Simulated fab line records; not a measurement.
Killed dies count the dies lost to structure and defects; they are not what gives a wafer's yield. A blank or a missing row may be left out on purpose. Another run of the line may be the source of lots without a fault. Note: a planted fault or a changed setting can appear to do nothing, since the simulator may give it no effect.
Which tool is to blame? -- flow n5 finfet -- 9 lots with 24 wafers sampled at 6 steps, on a route of 1938 steps

== WHAT EACH GAUGE READ, for each wafer ==
N5_SD_ACTIVATION_RS_MEAS_03: uses a four-point probe to measure. Usual: RS_SD_N 21.81 ohm/sq, standard deviation 0.27; RS_SD_P 56.0 ohm/sq, standard deviation 1.2.
lot,measured,on,RS_SD_N (ohm/sq),RS_SD_P (ohm/sq),flag
L495,day 3 10:23,film metro-01,21.37 21.66,55.4 55.3,
L500,day 4 16:56,film metro-02,22.11 22.01 22.16,55.4 55.1 54.7,
L501,day 4 22:47,film metro-02,21.72 21.46 21.71,54.7 55.2 54.6,
L502,day 5 04:10,film metro-01,21.52 21.55 21.32,55.2 55.6 55.1,
L504,day 5 16:32,film metro-01,21.85 21.54,55.1 55.4,
L508,day 6 17:20,film metro-02,16.21 16.30 16.58,63.4 63.0 64.0,OFF
L510,day 7 05:47,film metro-02,16.28 16.50 16.44,61.4 61.3 61.2,OFF
L515,day 8 09:07,film metro-01,21.50 21.75,57.1 56.3,
L517,day 9 03:08,film metro-01,21.94 21.99 22.13,55.6 55.3 54.6,

N5_BEOL_M4_RC_MEAS_101. Usual: DIBL_N 36.1 mV/V, standard deviation 2; DIBL_P 36.3 mV/V, standard deviation 2.5; IOFF_N 0.16 nA/um, standard deviation 0.037; IOFF_P 0.21 nA/um, standard deviation 0.039; IOFF_P_LONG 0.000106 nA/um, standard deviation 9.9e-06; ION_N 678 uA/um, standard deviation 15; ION_P 465 uA/um, standard deviation 8.7; RC_DENSE_N 18.9 ohm.um, standard deviation 0.67; RC_DENSE_P 23.5 ohm.um, standard deviation 0.84; RC_N 15.4 ohm.um, standard deviation 0.53; RC_P 19.2 ohm.um, standard deviation 0.68; REXT_N 75.2 ohm.um, standard deviation 1.7; RS_SD_N 28.3 ohm/sq, standard deviation 0.35; RS_SD_P 65.7 ohm/sq, standard deviation 1.3; SS_N 71.4 mV/dec, standard deviation 0.7; SS_P 73.3 mV/dec, standard deviation 0.74; VT_N 249 mV, standard deviation 3.6; VT_P -250.0 mV, standard deviation 2.9.
lot,measured,on,DIBL_N (mV/V),DIBL_P (mV/V),IOFF_N (nA/um),IOFF_P (nA/um),IOFF_P_LONG (nA/um),ION_N (uA/um),ION_P (uA/um),RC_DENSE_N (ohm.um),RC_DENSE_P (ohm.um),RC_N (ohm.um),RC_P (ohm.um),REXT_N (ohm.um),RS_SD_N (ohm/sq),RS_SD_P (ohm/sq),SS_N (mV/dec),SS_P (mV/dec),VT_N (mV),VT_P (mV),flag
L495,day 7 18:09,prober-01,35.5 33.2,36.4 33.5,0.16 0.11,0.26 0.20,0.000128 0.000126,669 649,475 462,18.7 19.6,23.5 24.1,15.3 15.8,19.0 19.9,75.7 76.8,28.2 28.1,64.5 64.5,72.2 71.1,73.6 72.7,251 257,-243.3 -247.6,
L500,day 9 06:07,prober-02,36.2 34.6 37.3,37.4 35.8 39.0,0.16 0.13 0.19,0.21 0.18 0.23,9.5e-05 9.1e-05 8.7e-05,679 671 688,463 466 467,19.0 17.7 17.6,23.6 21.9 21.9,15.7 14.5 14.3,19.3 18.0 17.9,74.8 73.9 74.4,28.6 28.2 29.1,65.0 64.6 64.4,71.7 71.1 72.2,73.2 72.5 74.0,249 256 250,-253.5 -253.8 -251.7,
L501,day 9 06:28,prober-01,34.8 34.5 38.4,35.2 35.1 40.7,0.14 0.13 0.21,0.18 0.17 0.27,0.000116 9.8e-05 0.000104,687 670 687,470 459 472,18.0 18.0 17.7,22.4 22.2 21.7,14.7 14.7 14.5,18.3 18.2 18.0,72.7 74.7 75.3,28.4 27.9 27.8,63.9 65.2 64.5,71.5 71.3 72.4,72.7 73.1 74.3,251 251 244,-250.1 -251.9 -245.6,
L502,day 9 07:47,prober-02,32.3 34.5 37.8,30.4 33.9 38.5,0.09 0.12 0.17,0.14 0.18 0.25,0.000111 0.00012 0.000111,653 666 672,459 465 467,18.4 20.0 19.9,23.0 24.9 24.6,15.0 16.2 16.0,18.8 20.0 20.1,74.2 76.4 77.0,28.0 28.2 28.0,64.4 65.2 64.6,70.1 71.4 71.9,71.2 73.0 73.8,257 251 248,-253.7 -250.1 -247.8,
L504,day 10 18:18,prober-01,33.9 37.4,33.0 38.3,0.12 0.17,0.17 0.26,0.000105 0.000112,663 678,464 469,19.5 18.9,24.3 23.5,15.8 15.4,19.8 19.1,76.1 77.0,28.1 27.9,65.4 65.5,71.1 71.9,72.9 74.4,255 249,-251.0 -245.3,
L508,day 12 11:16,prober-02,39.1 40.7 40.1,46.4 48.1 47.3,0.22 0.28 0.23,0.29 0.34 0.31,0.000694 0.000836 0.000662,707 731 696,430 444 422,14.9 14.8 13.9,30.2 30.1 28.0,12.0 12.1 11.3,24.6 24.7 22.8,65.6 65.0 66.2,21.5 21.5 22.1,74.6 73.8 75.5,72.2 72.4 72.3,74.6 75.4 75.5,246 240 245,-254.2 -250.7 -253.5,OFF
L510,day 12 21:02,prober-02,39.7 38.1 39.4,45.9 44.7 46.6,0.25 0.22 0.24,0.33 0.30 0.35,0.000825 0.000827 0.000788,706 706 713,426 432 431,14.5 13.7 14.0,29.0 28.0 28.4,11.7 11.2 11.3,23.8 22.8 22.9,64.1 64.0 64.7,21.9 22.2 21.9,72.9 72.5 72.3,72.3 72.0 72.3,75.4 74.1 75.6,245 245 241,-252.3 -253.1 -252.1,OFF
L515,day 14 06:56,prober-02,35.6 33.9,35.0 33.2,0.15 0.13,0.20 0.20,0.000115 0.000111,675 679,466 471,18.8 18.5,23.5 23.1,15.4 15.2,19.2 18.8,73.7 73.5,27.9 27.9,67.0 66.4,71.8 70.7,73.3 73.0,250 252,-247.7 -248.3,
L517,day 14 13:26,prober-01,39.8 36.3 37.8,41.0 37.9 38.1,0.25 0.17 0.21,0.31 0.25 0.24,0.000114 0.000119 0.000106,702 687 689,476 474 460,19.9 19.9 18.6,24.7 24.7 23.5,16.1 16.3 15.3,20.1 20.3 19.2,76.6 78.9 77.0,28.5 28.3 28.5,65.5 65.1 64.2,72.3 71.1 72.4,74.4 74.2 74.1,242 246 244,-245.9 -244.9 -248.1,

== WHAT TOOL EACH LOT RAN ON (gives the tool, then ch and the chambers of the sampled wafers, and finally the start) ==
lot,N5_SD_EPI_P_ETCH_37,N5_SD_EPI_P_ETCH_16,N5_SD_EPI_P_SD_RECESS_17,N5_SD_ACTIVATION_LSA_01
L495,"rie diel-01 ch 0,3, day 3 05:20","rie diel-01 ch 0,3, day 3 05:52","rie si-05 ch 2, day 3 05:58","laser anneal-02 ch 0, day 3 10:13"
L500,"rie diel-03 ch 0,1,2, day 4 12:49","rie diel-03 ch 0,1,2, day 4 13:21","rie si-05 ch 0,2, day 4 13:25","laser anneal-02 ch 0, day 4 16:45"
L501,"rie diel-02 ch 0,1,3, day 4 18:38","rie diel-02 ch 0,1,3, day 4 19:09","rie si-02 ch 0,2,3, day 4 19:13","laser anneal-01 ch 0, day 4 22:35"
L502,"rie diel-02 ch 1,2,3, day 4 23:57","rie diel-02 ch 1,2,3, day 5 00:28","rie si-05 ch 1, day 5 00:35","laser anneal-02 ch 0, day 5 03:58"
L504,"rie diel-03 ch 2,3, day 5 12:32","rie diel-03 ch 2,3, day 5 12:55","rie si-02 ch 0,3, day 5 13:01","laser anneal-02 ch 0, day 5 16:22"
L508,"rie diel-01 ch 0,1,2, day 6 13:13","rie diel-01 ch 0,1,2, day 6 13:44","rie si-05 ch 0,2, day 6 13:49","laser anneal-02 ch 0, day 6 17:08"
L510,"rie diel-02 ch 0,1, day 7 00:50","rie diel-02 ch 0,1, day 7 01:22","rie si-05 ch 0,1,3, day 7 01:26","laser anneal-02 ch 0, day 7 05:35"
L515,"rie diel-01 ch 1, day 8 05:00","rie diel-01 ch 1, day 8 05:32","rie si-05 ch 1,3, day 8 05:36","laser anneal-01 ch 0, day 8 08:56"
L517,"rie diel-03 ch 0,1,3, day 8 22:11","rie diel-03 ch 0,1,3, day 8 22:42","rie si-02 ch 0,1, day 8 22:46","laser anneal-01 ch 0, day 9 02:58"
- N5_SD_EPI_P_ETCH_37: etches SOC in N2/H2, overetch 108 nm, time 486 s.
- N5_SD_EPI_P_ETCH_16: etches SiO2 in CHF3/O2, target depth 5 nm.
- N5_SD_EPI_P_SD_RECESS_17: chemistry HBr/Cl2/O2, target depth 39.1 nm, bt time 3 s.
- N5_SD_ACTIVATION_LSA_01: time 0.0008 s.

== AS READ BY THE TOOLS THEMSELVES (means over the sampled wafers that have a number; for cases with no such wafer, the mark the record gives instead) ==
N5_SD_EPI_P_ETCH_37. Usual: drypump motor current A 6.0 A, standard deviation 0.4; oes product au 0.69 a.u., standard deviation 0.073; rf vpp V 240.7 V, standard deviation 1.2; showerhead plenum p Torr 2.53 Torr, standard deviation 0.071; throttle valve pct 23.75 %, standard deviation 0.28.
lot,tool,drypump motor current A (A),oes product au (a.u.),rf vpp V (V),showerhead plenum p Torr (Torr),throttle valve pct (%),flag
L495,rie diel-01,6.1,0.66,240.6,2.55,23.77,
L500,rie diel-03,5.9,0.68,240.2,2.52,23.57,
L501,rie diel-02,6.1,0.73,239.9,2.48,23.58,
L502,rie diel-02,5.7,0.66,239.7,2.42,23.96,
L504,rie diel-03,6.5,0.65,241.2,2.57,23.81,
L508,rie diel-01,6.1,0.71,241.0,2.56,23.79,
L510,rie diel-02,6.1,0.71,240.2,2.47,23.66,
L515,rie diel-01,6.1,0.81,240.5,2.48,23.81,
L517,rie diel-03,5.8,0.73,240.9,2.55,23.58,

N5_SD_EPI_P_ETCH_16. Usual: drypump motor current A 6.0 A, standard deviation 0.4; oes product au 0.77 a.u., standard deviation 0.084; rf vpp V 525 V, standard deviation 16; showerhead plenum p Torr 2.40 Torr, standard deviation 0.068; throttle valve pct 18.90 %, standard deviation 0.24.
lot,tool,drypump motor current A (A),oes product au (a.u.),rf vpp V (V),showerhead plenum p Torr (Torr),throttle valve pct (%),flag
L495,rie diel-01,6.1,0.72,522,2.45,18.98,
L500,rie diel-03,5.9,0.75,537,2.38,18.81,
L501,rie diel-02,6.1,0.82,527,2.36,18.78,
L502,rie diel-02,5.7,0.74,532,2.30,19.05,
L504,rie diel-03,6.5,0.72,512,2.42,18.76,
L508,rie diel-01,6.1,0.78,526,2.45,19.00,
L510,rie diel-02,6.0,0.79,512,2.37,19.06,
L515,rie diel-01,6.1,0.90,524,2.36,18.88,
L517,rie diel-03,5.8,0.81,520,2.41,18.76,

N5_SD_EPI_P_SD_RECESS_17. Usual: drypump motor current A 5.6 A, standard deviation 0.4; oes product au 0.999 a.u., standard deviation 0.02; throttle valve pct 37.14 %, standard deviation 0.24.
lot,tool,drypump motor current A (A),oes product au (a.u.),throttle valve pct (%),flag
L495,rie si-05,5.3,0.986,37.56,
L500,rie si-05,5.5,1.008,37.14,
L501,rie si-02,5.8,0.996,37.10,
L502,rie si-05,4.9,1.031,36.95,
L504,rie si-02,5.9,0.994,37.11,
L508,rie si-05,5.4,0.991,37.35,
L510,rie si-05,5.4,1.010,36.92,
L515,rie si-05,5.2,1.006,36.92,
L517,rie si-02,5.9,0.988,37.29,

N5_SD_ACTIVATION_LSA_01. Usual: wafer_temp_C_max 1085.7, standard deviation 2.3.
lot,tool,wafer_temp_C_max,flag
L495,laser anneal-02,1084.0,
L500,laser anneal-02,1083.1,
L501,laser anneal-01,1087.1,
L502,laser anneal-02,1084.5,
L504,laser anneal-02,1083.6,
L508,laser anneal-02,1143.0,OFF
L510,laser anneal-02,1141.4,OFF
L515,laser anneal-01,1087.3,
L517,laser anneal-01,1087.9,

== THE ANSWER, worked out from the rows above alone ==
Rule: take the mean of a lot's wafers that have a number; if it is more than 3 standard deviations from the usual mean, the lot is off. Also off: a lot with no number at a reading for which 4 or more lots have one. Any other lot the step has rows for is counted as sound. After the gauges, taken in route order, come the tools' own readings; for these a lot's mean is taken, as printed above. The first step at which some lot is off is used, and at that step the reading that is off furthest; a lot without a number counts as furthest.
Off: L508, L510, at N5_SD_ACTIVATION_RS_MEAS_03 (RS_SD_N).
If a tool, at a process step before that reading, ran all the lots that are off and no sound lot after the first of them, it fits. The gauges at N5_SD_ACTIVATION_RS_MEAS_03 aren't tried: what is off there is off at N5_BEOL_M4_RC_MEAS_101 too, on other tools, and a gauge's error can't cause that. One fits: N5_SD_ACTIVATION_LSA_01 on laser anneal-02. Its last sound lot is L504 (day 5 16:22), its first lot that is off L508 (day 6 17:08): a fault that began between those two fits.
The tool's own readings at N5_SD_ACTIVATION_LSA_01 bear it out: on the lots that are off they differ by more than 5 times the standard deviation of the sound lots' means. wafer_temp_C_max reads 1142.2 there against 1085.4 on the sound lots.

== WHAT HAD BEEN PUT IN BY THE SIMULATOR ==
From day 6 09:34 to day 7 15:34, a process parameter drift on laser anneal-02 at N5_SD_ACTIVATION_LSA_01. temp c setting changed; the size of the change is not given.
Lots struck among those shown: L508, L510. The rule given above showed the same thing.
